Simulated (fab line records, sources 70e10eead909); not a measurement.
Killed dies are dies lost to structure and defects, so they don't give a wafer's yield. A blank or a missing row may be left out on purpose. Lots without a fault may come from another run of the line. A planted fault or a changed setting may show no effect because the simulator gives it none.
fab line records | flow nand_harc
record lots=12 wafers=36 last_day=32
route steps=1302 shown P_GATE@149 P_CONTACT@217 END@1302
lots that met no fault: from a run of the same line without faults
start_h: hours from the record's first day to the start of the lot's first wafer shown | wait_h: hours since the lot's step before | " the same as in the row above | L1.1+2: a row that stands for several wafers | - no value, or no start given | * or withheld: withheld | < > ~ a bound
route shown NAME@n: a module of which the file shows steps, and the number in the route of the first | usual: mean/standard deviation of fault-free wafers | same: alike in all rows | chamber/n: place in a boat | sites: the reading at each site | _std_site: their standard deviation | _edge_site: outer sites' mean less inner sites' | radius_mm: how far each site lies from the wafer's centre | mask NAME#n: copy n | behind: the tool/chamber that last shaped the wafer | hold: why the lot was held/for how many hours/how that ended | device: the transistor (n, p or np) that didn't switch | end of line: the same wafers' tests at the end of the route | a step without rows: its recipe alone | killed: dies lost to structure and defects at the first sort, not the wafer's yield | map: a wafer's dies, x killed, . not, _ none there
set.NAME: the setting as run; set.NAME@STEP: as run at that earlier step | model.NAME: the simulator's own value behind a step, which no gauge read
steps of the route over a sample of lots; a table a step, a row a wafer
services: from which hour (start_h, from the record's first day; less than 0 if before it) a tool's chamber was out of use, for how many hours, and why
## steps
# step NHARC_P_GATE_ETCH_32
# recipe target_depth_a=1500 over_etch_frac=1 over_etch_ion_energy_ev=40 time_s=100.1 hbr_flow_sccm=150 cl2_flow_sccm=50 rf_w=400 icp_w=400 bias_w=100 chemistry=HBr/Cl2
# usual drypump_motor_current_A=5.7/0.42 oes_product_au=1.005/0.0093 throttle_valve_pct=26.406/0.0089
# columns lot.wafer tool chamber start_h wait_h drypump_motor_current_A oes_product_au rf_hours_counter_h throttle_valve_pct
L475.3 rie_si-02 0 112.51 - 6.2 1.007 0.0 26.395
L475.1 " 3 " " 5.0 0.999 0.0 26.397
L475.5 " 1 " " 5.2 1.002 - 26.407
L477.2 rie_si-02 2 128.96 - 5.7 1.005 0.1 26.396
L477.1 " 3 " " 5.0 1.003 0.2 26.407
L477.5 " 0 " " 6.2 1.016 - 26.413
L478.2 rie_si-04 2 129.70 - 5.2 0.982 0.7 26.404
L478.1 " 0 " " 6.2 0.988 0.8 26.418
L478.5 " 2 " " 5.2 0.993 - 26.398
L479.1 rie_si-04 3 141.70 - 6.3 1.013 0.7 26.406
L479.3 " 0 " " 6.2 1.000 0.9 26.419
L479.5 " 2 " " 5.2 0.983 - 26.415
L480.4 rie_si-02 0 156.95 - 6.2 1.031 0.4 26.401
L480.6 " 3 " " 5.0 1.000 - 26.418
L480.5 " 0 " " 6.2 1.018 - 26.411
L481.2 rie_si-02 1 172.68 - 5.3 1.018 0.4 26.399
L481.4 " 3 " " 5.0 0.998 0.5 26.413
L481.5 " 0 " " 6.2 1.012 - 26.379
L482.4 rie_si-04 1 184.46 - 6.1 1.010 0.1 26.406
L482.2 " 3 " " 6.3 1.005 0.0 26.416
L482.1 " 0 " " 6.2 0.988 0.0 26.408
L483.3 rie_si-05 1 187.87 - 5.9 1.012 0.3 26.397
L483.1 " 2 " " 5.9 1.017 0.3 26.411
L483.6 " 1 " " 5.9 1.013 - 26.407
L484.2 rie_si-02 2 203.34 - 5.7 1.018 0.5 26.410
L484.5 " 0 " " 6.2 1.015 - 26.397
L484.6 " 1 " " 5.2 1.008 - 26.406
L485.4 rie_si-05 1 203.99 - 5.9 1.016 0.5 26.401
L485.6 " 1 " " 6.0 1.014 - 26.398
L485.5 " 2 " " 6.0 1.018 - 26.393
L489.2 rie_si-05 0 245.09 - 5.5 0.993 0.6 26.421
L489.4 " 0 " " 5.5 1.002 - 26.400
L489.6 " 3 " " 5.2 1.000 - 26.401
L493.6 rie_si-02 0 288.94 - 6.2 1.017 - 26.420
L493.5 " 1 " " 5.2 0.998 - 26.406
L493.4 " 2 " " 5.7 1.012 - 26.403
# step NHARC_P_GATE_STRIP_112
# recipe power_w=1500 temp_c=110 time_s=200 chemistry=N2/H2
# usual drypump_motor_current_A=5.5/0.44 heater_power_w=89/7.4 rf_refl_power_W=19/3.2
# columns lot.wafer tool chamber start_h wait_h drypump_motor_current_A heater_power_w rf_hours_counter_h rf_refl_power_W
L475.1 plasma_asher-01 1 126.24 0.2 5.3 97 16 21
L475.3 " 0 " " 5.1 83 - 17
L475.5 " 1 " " 5.3 95 - 21
L477.1 plasma_asher-02 0 142.62 0.2 6.1 94 11 15
L477.2 " 1 " " 6.0 84 11 25
L477.5 " 0 " " 6.2 92 - 15
L478.1 plasma_asher-01 1 143.27 0.2 5.3 95 20 21
L478.2 " 0 " " 5.0 83 20 16
L478.5 " 1 " " 5.3 94 - 21
L479.1 plasma_asher-01 0 155.67 0.2 5.1 84 25 17
L479.3 " 1 " " 5.3 95 - 21
L479.5 " 1 " " 5.3 94 - 21
L480.4 plasma_asher-02 1 170.42 0.2 6.0 84 - 25
L480.6 " 1 " " 6.0 85 - 25
L480.5 " 0 " " 6.2 91 - 16
L481.2 plasma_asher-02 0 186.38 0.2 6.2 90 18 16
L481.4 " 1 " " 6.0 84 - 25
L481.5 " 0 " " 6.2 92 - 16
L482.1 plasma_asher-01 0 197.92 0.2 5.0 81 33 16
L482.2 " 1 " " 5.3 96 33 21
L482.4 " 1 " " 5.3 97 - 21
L483.1 plasma_asher-02 1 202.00 0.2 6.0 86 21 24
L483.3 " 1 " " 6.0 85 - 24
L483.6 " 1 " " 6.0 85 - 25
L485.4 plasma_asher-01 1 217.33 0.2 5.3 97 - 21
L485.5 " 1 " " 5.4 98 - 21
L485.6 " 0 " " 5.1 81 - 17
L484.2 plasma_asher-01 0 219.11 0.2 5.1 83 38 15
L484.6 " 1 " " 5.3 94 - 21
L484.5 " 0 " " 5.1 80 - 17
L489.2 plasma_asher-01 0 260.69 0.2 5.1 78 6 18
L489.4 " 0 " " 5.1 80 - 17
L489.6 " 0 " " 5.1 80 - 18
L493.4 plasma_asher-01 1 302.83 0.2 5.3 98 - 21
L493.6 " 0 " " 5.0 78 - 17
L493.5 " 1 " " 5.3 97 - 21
# step NHARC_P_GATE_CD_MEAS_91
# recipe target_cd_nm=2000 landing_energy_ev=500
# usual cd_nm=2000.1/1.8
# columns lot.wafer tool chamber start_h wait_h cd_nm
L475.1 cd_sem-01 0 127.25 - 1997.0
L475.3 " 0 " " 1998.9
L475.5 " 0 " " 1998.4
L477.1 cd_sem-01 0 143.79 - 2002.5
L477.2 " 0 " " 2002.7
L477.5 " 0 " " 2000.5
L478.1 cd_sem-02 0 144.46 - 1997.9
L478.2 " 0 " " 1999.0
L478.5 " 0 " " 1998.3
L479.1 cd_sem-03 0 156.85 - 1998.8
L479.3 " 0 " " 2001.7
L479.5 " 0 " " 2000.1
L480.4 cd_sem-03 0 171.52 - 2002.4
L480.5 " 0 " " 1999.6
L480.6 " 0 " " 2000.4
L481.2 cd_sem-02 0 187.44 - 1999.7
L481.4 " 0 " " 1998.1
L481.5 " 0 " " 1998.7
L482.1 cd_sem-01 0 198.97 - 2004.3
L482.2 " 0 " " 2001.9
L482.4 " 0 " " 1999.6
L483.1 cd_sem-01 0 203.14 - 2000.9
L483.3 " 0 " " 2001.8
L483.6 " 0 " " 2002.4
L485.4 cd_sem-03 0 218.31 - 1999.0
L485.5 " 0 " " 1998.6
L485.6 " 0 " " 1998.9
L484.2 cd_sem-02 0 220.25 - 1998.3
L484.5 " 0 " " 1997.2
L484.6 " 0 " " 1997.2
L489.2 cd_sem-03 0 261.83 - 1997.3
L489.4 " 0 " " 1998.8
L489.6 " 0 " " 2001.5
L493.4 cd_sem-02 0 303.76 - 1998.2
L493.5 " 0 " " 1997.3
L493.6 " 0 " " 1998.9
# step NHARC_P_GATE_INSPECT_68
# usual raw_defect_count=195/62
# columns lot.wafer tool chamber start_h wait_h raw_defect_count
L475.1 defect_inspect-01 - 130.39 0.2 129
L475.3 " - " " 169
L475.5 " - " " 151
L477.1 defect_inspect-01 - 146.93 0.2 130
L477.2 " - " " 110
L477.5 " - " " 170
L478.1 defect_inspect-02 - 147.69 0.2 199
L478.2 " - " " 98
L478.5 " - " " 185
L479.1 defect_inspect-02 - 159.93 0.2 133
L479.3 " - " " 183
L479.5 " - " " 209
L480.4 defect_inspect-01 - 174.60 0.1 182
L480.5 " - " " 238
L480.6 " - " " 206
L481.2 defect_inspect-02 - 190.64 0.1 280
L481.4 " - " " 248
L481.5 " - " " 336
L482.1 defect_inspect-02 - 202.04 0.2 119
L482.2 " - " " 152
L482.4 " - " " 202
L483.1 defect_inspect-02 - 206.24 0.2 115
L483.3 " - " " 170
L483.6 " - " " 132
L485.4 defect_inspect-01 - 221.37 0.1 211
L485.5 " - " " 139
L485.6 " - " " 223
L484.2 defect_inspect-01 - 223.34 0.1 329
L484.5 " - " " 215
L484.6 " - " " 229
L489.2 defect_inspect-02 - 264.98 0.1 203
L489.4 " - " " 316
L489.6 " - " " 406
L493.4 defect_inspect-01 - 306.81 0.1 221
L493.5 " - " " 971
L493.6 " - " " 320
# step NHARC_P_CONTACT_DEP_30
# recipe target_thk_a=300 temp_c=400 target_thk_nm=30 flow_sccm=200 rf_w=450 material=SiNx
# usual heater_power_w=721/85
# columns lot.wafer tool chamber start_h wait_h heater_power_w
L475.3 pecvd-02 1 130.67 0.3 693
L475.1 " 2 " " 559
L475.5 " 1 " " 693
L477.1 pecvd-04 1 147.00 0.1 779
L477.2 " 2 " " 838
L477.5 " 1 " " 773
L478.2 pecvd-02 2 147.76 0.1 616
L478.1 " 1 " " 821
L478.5 " 0 " " 731
L479.3 pecvd-03 0 160.03 0.1 717
L479.1 " 1 " " 648
L479.5 " 1 " " 634
L480.6 pecvd-03 1 174.78 0.2 633
L480.5 " 2 " " 700
L480.4 " 0 " " 793
L481.2 pecvd-04 1 190.78 0.1 746
L481.4 " 2 " " 812
L481.5 " 1 " " 710
L482.1 pecvd-04 1 202.15 0.1 808
L482.2 " 2 " " 795
L482.4 " 0 " " 806
L483.3 pecvd-03 1 206.34 0.1 579
L483.1 " 2 " " 601
L483.6 " 0 " " 783
L485.4 pecvd-02 1 221.55 0.2 711
L485.6 " 2 " " 626
L485.5 " 0 " " 785
L484.2 pecvd-03 1 223.44 0.1 568
L484.6 " 0 " " 708
L484.5 " 2 " " 540
L489.2 pecvd-02 2 265.05 0.1 589
L489.4 " 0 " " 699
L489.6 " 1 " " 778
L493.5 pecvd-02 1 306.99 0.2 755
L493.6 " 2 " " 669
L493.4 " 0 " " 786
# step NHARC_END_SORT_01
# recipe temp_c=25
# usual killed_at_array=59/19 killed_at_other=1.0/1.1 killed_at_periphery=3.8/2.4 killed_dies=64/19 killed_open=3.3/2 killed_short=2.4/1.6
# same gross_dies=677
# columns lot.wafer tool chamber start_h wait_h killed_at_array killed_at_other killed_at_periphery killed_dies killed_open killed_short
L489.2 prober-02 0 729.17 2.8 71 0 5 76 3 4
L489.4 prober-02 0 730.76 3.4 79 0 3 82 4 3
L489.6 prober-02 0 732.35 4.0 76 0 4 80 6 3
L493.4 prober-02 0 755.75 3.4 32 2 2 36 4 3
L493.5 prober-02 0 756.55 3.7 31 1 81 113 3 2
L493.6 prober-02 0 757.36 4.0 37 0 2 39 2 4
# killed by level:class
L489.2 A_CHANNEL_HOLE_D1:chamber_film_flake=30 A_SLIT:chamber_film_flake=21 A_DECK1_JOINT:chamber_film_flake=4 A_CHANNEL_FILL_D1:chamber_film_flake=3 P_ZERO_WELL:chamber_film_flake=2 A_CHANNEL_FILL_D2:chamber_film_flake=2 A_STAIRCASE:chamber_film_flake=2 A_WL_FILL:chamber_film_flake=2
L489.4 A_CHANNEL_HOLE_D1:chamber_film_flake=37 A_SLIT:chamber_film_flake=31 A_CONTACT:chamber_film_flake=2 P_GATE:geometric_particle:open=1 P_BONDPAD:geometric_particle:short=1 A_ONON_D1:geometric_particle:open=1 A_CHANNEL_FILL_D1:geometric_particle:open=1 A_DECK1_JOINT:geometric_particle:open=1
L489.6 A_CHANNEL_HOLE_D1:chamber_film_flake=29 A_SLIT:chamber_film_flake=27 A_CONTACT:chamber_film_flake=4 A_DECK1_JOINT:chamber_film_flake=3 A_BLC:geometric_particle:open=2 A_STAIRCASE:chamber_film_flake=2 A_BLC:chamber_film_flake=2 P_M0:geometric_particle:open=1
L493.4 A_SLIT:chamber_film_flake=7 A_CHANNEL_HOLE_D1:chamber_film_flake=6 A_CHANNEL_HOLE_D2:chamber_film_flake=5 A_STAIRCASE:chamber_film_flake=3 A_CHANNEL_FILL_D1:chamber_film_flake=3 A_WL_FILL:geometric_particle:short=2 A_CONTACT:chamber_film_flake=2 THIN_TSV:chamber_film_flake=2
L493.5 P_GATE:unspecified=78 A_CHANNEL_HOLE_D1:chamber_film_flake=10 A_STAIRCASE:chamber_film_flake=8 A_SLIT:chamber_film_flake=4 A_CHANNEL_HOLE_D2:chamber_film_flake=2 P_ZERO_WELL:chamber_film_flake=2 A_CHANNEL_FILL_D1:chamber_film_flake=2 A_ONON_D1:geometric_particle:short=1
L493.6 A_CHANNEL_HOLE_D1:chamber_film_flake=9 A_CHANNEL_HOLE_D2:chamber_film_flake=9 A_SLIT:chamber_film_flake=9 A_STAIRCASE:chamber_film_flake=3 P_GATE:geometric_particle:open=1 A_ONON_D1:geometric_particle:short=1 A_CHANNEL_HOLE_D1:geometric_particle:short=1 A_CHANNEL_FILL_D2:geometric_particle:short=1
## services
# columns tool chamber start_h hours kind
plasma_asher-02 - 99.14 1.4 repair
rie_si-02 - 100.00 9.0 pm
rie_si-05 - 106.74 0.1 repair
rie_si-05 - 128.00 9.0 pm
pecvd-04 - 129.47 7.3 repair
plasma_asher-02 - 147.70 11.9 repair
rie_si-04 - 165.00 9.0 pm
pecvd-03 - 185.41 13.0 pm
plasma_asher-01 - 187.31 1.3 repair
rie_si-04 1 219.58 6.7 repair
plasma_asher-01 - 224.73 9.0 pm
plasma_asher-01 0 224.73 9.0 vent_cycle
plasma_asher-01 1 224.73 9.0 vent_cycle
rie_si-02 1 225.23 8.4 repair
pecvd-02 - 227.63 13.0 pm
rie_si-05 2 233.58 12.7 repair
plasma_asher-01 0 233.73 - clean
plasma_asher-02 - 249.19 9.0 pm
rie_si-02 - 256.66 0.7 repair
plasma_asher-01 - 265.50 0.4 repair
pecvd-04 - 269.04 13.0 pm
rie_si-02 - 277.00 9.0 pm
rie_si-05 3 293.00 2.8 repair
rie_si-05 - 305.00 9.0 pm
## key
first_sign step=NHARC_P_GATE_INSPECT_68 reading=raw_defect_count direction=up sigmas=13 usual=195 struck=971
effect step=NHARC_END_SORT_01 reading=killed_at_periphery direction=up sigmas=32 usual=3.8 struck=81
more_kills_born_at NHARC_P_GATE_ETCH_32@rie_si-02=75
met_at NHARC_P_GATE_ETCH_32
struck_lots L493
struck_wafers L493.5
tester_left_out L493
not_acting_at NHARC_P_GATE_STRIP_112,NHARC_P_GATE_CD_MEAS_91,NHARC_P_CONTACT_DEP_30
onset_between 203.34 288.94
fault kind=chamber_particle_source tool=rie_si-02 chamber=1 onset_h=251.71 steps=NHARC_P_GATE_ETCH_32 rate_per_visit_cm2=1.1849 end_h=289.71
# tester_left_out: of these lots the tester's yield and bins aren't shown, on N5 and GAA mostly nor the transistor test; their killed dies are dies lost to structure and defects alone, not to doping, threshold or leakage, so they don't give the yield
